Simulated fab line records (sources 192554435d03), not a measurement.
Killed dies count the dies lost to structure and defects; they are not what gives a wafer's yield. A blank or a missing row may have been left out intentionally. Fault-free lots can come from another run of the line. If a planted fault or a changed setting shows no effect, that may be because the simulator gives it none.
Matching of chambers :: flow n5_finfet :: N5_BEOL_M11_VIA_ETCH_34 on rie_diel-01: 4 sister chambers
The step etches SiCOH lowk in C4F6/O2, target depth 184.5 nm, time 69.2 s. 24 wafers are shown with their chamber, then 12 later ones without.

== WAFERS, EACH WITH ITS CHAMBER ==
wafer: L078.3
chamber: 1
showerhead_plenum_p_Torr (Torr): 3.00
throttle_valve_pct (%): 20.40
drypump_motor_current_A (A): 6.0

wafer: L078.5
chamber: 2
showerhead_plenum_p_Torr (Torr): 2.81
throttle_valve_pct (%): 20.76
drypump_motor_current_A (A): 5.5

wafer: L078.6
chamber: 3
showerhead_plenum_p_Torr (Torr): 2.88
throttle_valve_pct (%): 20.87
drypump_motor_current_A (A): 5.4

wafer: L080.3
chamber: 0
showerhead_plenum_p_Torr (Torr): 3.00
throttle_valve_pct (%): 20.92
drypump_motor_current_A (A): 5.1

wafer: L080.5
chamber: 1
showerhead_plenum_p_Torr (Torr): 2.99
throttle_valve_pct (%): 20.44
drypump_motor_current_A (A): 6.0

wafer: L080.6
chamber: 2
showerhead_plenum_p_Torr (Torr): 2.81
throttle_valve_pct (%): 20.76
drypump_motor_current_A (A): 5.5

wafer: L083.2
chamber: 1
showerhead_plenum_p_Torr (Torr): 2.99
throttle_valve_pct (%): 20.44
drypump_motor_current_A (A): 5.9

wafer: L083.5
chamber: 1
showerhead_plenum_p_Torr (Torr): 2.99
throttle_valve_pct (%): 20.43
drypump_motor_current_A (A): 5.9

wafer: L083.6
chamber: 2
showerhead_plenum_p_Torr (Torr): 2.81
throttle_valve_pct (%): 20.78
drypump_motor_current_A (A): 5.5

wafer: L087.1
chamber: 3
showerhead_plenum_p_Torr (Torr): 2.88
throttle_valve_pct (%): 20.90
drypump_motor_current_A (A): 5.4

wafer: L087.3
chamber: 2
showerhead_plenum_p_Torr (Torr): 2.81
throttle_valve_pct (%): 20.79
drypump_motor_current_A (A): 5.6

wafer: L087.5
chamber: 2
showerhead_plenum_p_Torr (Torr): 2.81
throttle_valve_pct (%): 20.79
drypump_motor_current_A (A): 5.6

wafer: L085.1
chamber: 3
showerhead_plenum_p_Torr (Torr): 2.88
throttle_valve_pct (%): 20.91
drypump_motor_current_A (A): 5.4

wafer: L085.5
chamber: 0
showerhead_plenum_p_Torr (Torr): 2.99
throttle_valve_pct (%): 20.92
drypump_motor_current_A (A): 5.1

wafer: L085.6
chamber: 1
showerhead_plenum_p_Torr (Torr): 2.99
throttle_valve_pct (%): 20.44
drypump_motor_current_A (A): 6.0

wafer: L090.3
chamber: 3
showerhead_plenum_p_Torr (Torr): 2.87
throttle_valve_pct (%): 20.90
drypump_motor_current_A (A): 5.4

wafer: L090.5
chamber: 0
showerhead_plenum_p_Torr (Torr): 2.99
throttle_valve_pct (%): 20.96
drypump_motor_current_A (A): 5.1

wafer: L090.6
chamber: 3
showerhead_plenum_p_Torr (Torr): 2.87
throttle_valve_pct (%): 20.91
drypump_motor_current_A (A): 5.4

wafer: L089.1
chamber: 0
showerhead_plenum_p_Torr (Torr): 2.99
throttle_valve_pct (%): 20.97
drypump_motor_current_A (A): 5.0

wafer: L089.2
chamber: 3
showerhead_plenum_p_Torr (Torr): 2.87
throttle_valve_pct (%): 20.90
drypump_motor_current_A (A): 5.4

wafer: L089.5
chamber: 3
showerhead_plenum_p_Torr (Torr): 2.87
throttle_valve_pct (%): 20.92
drypump_motor_current_A (A): 5.4

wafer: L091.2
chamber: 3
showerhead_plenum_p_Torr (Torr): 2.87
throttle_valve_pct (%): 20.93
drypump_motor_current_A (A): 5.4

wafer: L091.4
chamber: 3
showerhead_plenum_p_Torr (Torr): 2.87
throttle_valve_pct (%): 20.91
drypump_motor_current_A (A): 5.4

wafer: L091.5
chamber: 1
showerhead_plenum_p_Torr (Torr): 2.99
throttle_valve_pct (%): 20.46
drypump_motor_current_A (A): 6.0

SIGNATURES, as means of the wafers listed above
reading: showerhead_plenum_p_Torr
chamber 0: 2.9925
chamber 1: 2.9917
chamber 2: 2.8100
chamber 3: 2.8733
scatter within a chamber: 0.00423

reading: throttle_valve_pct
chamber 0: 20.9425
chamber 1: 20.4350
chamber 2: 20.7760
chamber 3: 20.9056
scatter within a chamber: 0.0189

reading: drypump_motor_current_A
chamber 0: 5.075
chamber 1: 5.967
chamber 2: 5.540
chamber 3: 5.400
scatter within a chamber: 0.0405
Rule: a wafer lies at a distance from a chamber equal to the root of the sum of squares, over the readings, of (its reading less the chamber's mean, divided by the reading's scatter). The wafer belongs to the nearest chamber; if the next one is less than 2 further off, it can't be placed. The scatter: take each reading less its chamber's mean, square it, sum over the shown wafers, divide by the number of wafers less the number of chambers, and take the root.

== WAFERS WITHOUT THEIR CHAMBER ==
wafer: L093.1
showerhead_plenum_p_Torr (Torr): 2.80
throttle_valve_pct (%): 20.79
drypump_motor_current_A (A): 5.5

wafer: L093.3
showerhead_plenum_p_Torr (Torr): 2.87
throttle_valve_pct (%): 20.93
drypump_motor_current_A (A): 5.4

wafer: L093.6
showerhead_plenum_p_Torr (Torr): 2.98
throttle_valve_pct (%): 20.47
drypump_motor_current_A (A): 6.0

wafer: L095.3
showerhead_plenum_p_Torr (Torr): 2.98
throttle_valve_pct (%): 20.96
drypump_motor_current_A (A): 5.1

wafer: L095.4
showerhead_plenum_p_Torr (Torr): 2.87
throttle_valve_pct (%): 20.95
drypump_motor_current_A (A): 5.4

wafer: L095.5
showerhead_plenum_p_Torr (Torr): 2.98
throttle_valve_pct (%): 20.99
drypump_motor_current_A (A): 5.1

wafer: L094.2
showerhead_plenum_p_Torr (Torr): 2.86
throttle_valve_pct (%): 20.94
drypump_motor_current_A (A): 5.4

wafer: L094.3
showerhead_plenum_p_Torr (Torr): 2.98
throttle_valve_pct (%): 20.96
drypump_motor_current_A (A): 5.1

wafer: L094.5
showerhead_plenum_p_Torr (Torr): 2.98
throttle_valve_pct (%): 20.97
drypump_motor_current_A (A): 5.1

wafer: L097.1
showerhead_plenum_p_Torr (Torr): 2.80
throttle_valve_pct (%): 20.81
drypump_motor_current_A (A): 5.6

wafer: L097.2
showerhead_plenum_p_Torr (Torr): 2.98
throttle_valve_pct (%): 20.96
drypump_motor_current_A (A): 5.1

wafer: L097.3
showerhead_plenum_p_Torr (Torr): 2.98
throttle_valve_pct (%): 20.48
drypump_motor_current_A (A): 6.0

== WHICH CHAMBER EACH WENT THROUGH ==
wafer: L093.1
from the rows above: 2
in truth: 2

wafer: L093.3
from the rows above: 3
in truth: 3

wafer: L093.6
from the rows above: 1
in truth: 1

wafer: L095.3
from the rows above: 0
in truth: 0

wafer: L095.4
from the rows above: 3
in truth: 3

wafer: L095.5
from the rows above: 0
in truth: 0

wafer: L094.2
from the rows above: 3
in truth: 3

wafer: L094.3
from the rows above: 0
in truth: 0

wafer: L094.5
from the rows above: 0
in truth: 0

wafer: L097.1
from the rows above: 2
in truth: 2

wafer: L097.2
from the rows above: 0
in truth: 0

wafer: L097.3
from the rows above: 1
in truth: 1
Placed correctly: 12 of 12. Left unplaced by these rows: 0. Wrongly placed: 0.
